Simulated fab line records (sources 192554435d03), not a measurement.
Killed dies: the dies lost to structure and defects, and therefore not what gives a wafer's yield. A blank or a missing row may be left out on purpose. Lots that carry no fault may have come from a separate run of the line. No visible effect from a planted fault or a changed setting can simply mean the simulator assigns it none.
Split-lot study	flow n5_finfet	21 wafers read from 7 lots, route of 1938 steps

== ABOUT THE SPLIT ==
At N5_BEOL_M13_ETCH_59 (etches BARC in N2/H2, target depth 89 nm, overetch 26.7 nm, time 67.9 s), the setting bias_w was moved away from the recipe's 150 W on 6 of the 21 wafers read, by -11.6% to +8.5%. The other wafers ran this setting at the recipe's value.

The reading is taken at the split's own step.

== THE READING ==
rf_vpp_V, in V, at N5_BEOL_M13_ETCH_59 (etches BARC in N2/H2, target depth 89 nm, overetch 26.7 nm, time 67.9 s). On this fab line, fault-free wafers typically give 523.5 V with a standard deviation of 2 V.

wafer	tool, chamber at the split	bias_w as run, W	against the recipe	rf_vpp_V, V	against lot-mates on the recipe
L078.2	rie_diel-01, 2	150	recipe	524.7	-
L078.3	rie_diel-01, 3	150	recipe	523.6	-
L078.5	rie_diel-01, 1	150	recipe	524.4	-
L080.4	rie_diel-04, 2	150	recipe	525.8	-
L080.5	rie_diel-04, 3	150	recipe	524.5	-
L080.6	rie_diel-04, 0	150	recipe	527.6	-
L076.1	rie_diel-05, 2	162.8	+8.5%	549.5	+26.8
L076.3	rie_diel-05, 0	150	recipe	522.7	-
L076.4	rie_diel-05, 3	162.8	+8.5%	548.1	+25.4
L091.1	rie_diel-05, 2	150	recipe	524.0	-
L091.3	rie_diel-05, 0	150	recipe	522.3	-
L091.4	rie_diel-05, 3	150	recipe	523.5	-
L090.3	rie_diel-01, 1	150	recipe	524.7	-
L090.4	rie_diel-01, 2	162.5	+8.3%	552.0	+27.3
L090.5	rie_diel-01, 1	162.5	+8.3%	549.8	+25.1
L093.4	rie_diel-04, 3	132.6	-11.6%	484.5	-37.7
L093.5	rie_diel-04, 2	132.6	-11.6%	488.4	-33.8
L093.6	rie_diel-04, 1	150	recipe	522.2	-
L095.1	rie_diel-01, 0	150	recipe	521.3	-
L095.4	rie_diel-01, 1	150	recipe	522.9	-
L095.5	rie_diel-01, 0	150	recipe	520.0	-

THE FIT
A straight line over all 21 wafers: rf_vpp_V changes by +3.16 V for each +1% of bias_w; r = +0.99; the points scatter about the line by 1.9 V.
The same after taking each lot's own level away (the mean of its wafers on the recipe; 21 wafers): +3.09 V for each +1%; r = +1.00; scatter 1.1 V.
The reading moves by 36 V for the largest change in bias_w, on that fit.
From 521.40 to 525.97 V: that is the span of the lots' own levels, equal to 2.3 times the standard deviation above.
So the lot-to-lot level changes the slope little: the two slopes agree.
Check: with one of the wafers moved furthest among these (-11.6%) left out of the fit, the line predicts -35 V for it against its lot-mates. It came out at -37.7 V against them.
Tool readings at the split's step, against how far the setting was moved: rf_vpp_V r = +0.99.

== THESE WAFERS: OTHER SPLITS ==
Note: prior to the reading, these wafers also went through further splits. Each is held against what the fit with the lots' levels taken away leaves over:
other split on the same wafers	wafers away from the commonest value	r with rf_vpp_V (lot level and that fit taken away)
N5_BEOL_M10_EXPOSE_08 dose_mj	6	+0.11
N5_BEOL_M11_COAT_64 spin_rpm	6	+0.33
N5_BEOL_M12_TRENCH_ETCH_34 time_s	6	+0.15
N5_BEOL_M12_SPUTTER_45 time_s	11	+0.24

== THE FILE'S OWN FIT ==
rf_vpp_V changes by +3.09 V for each +1% of bias_w, r = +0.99.
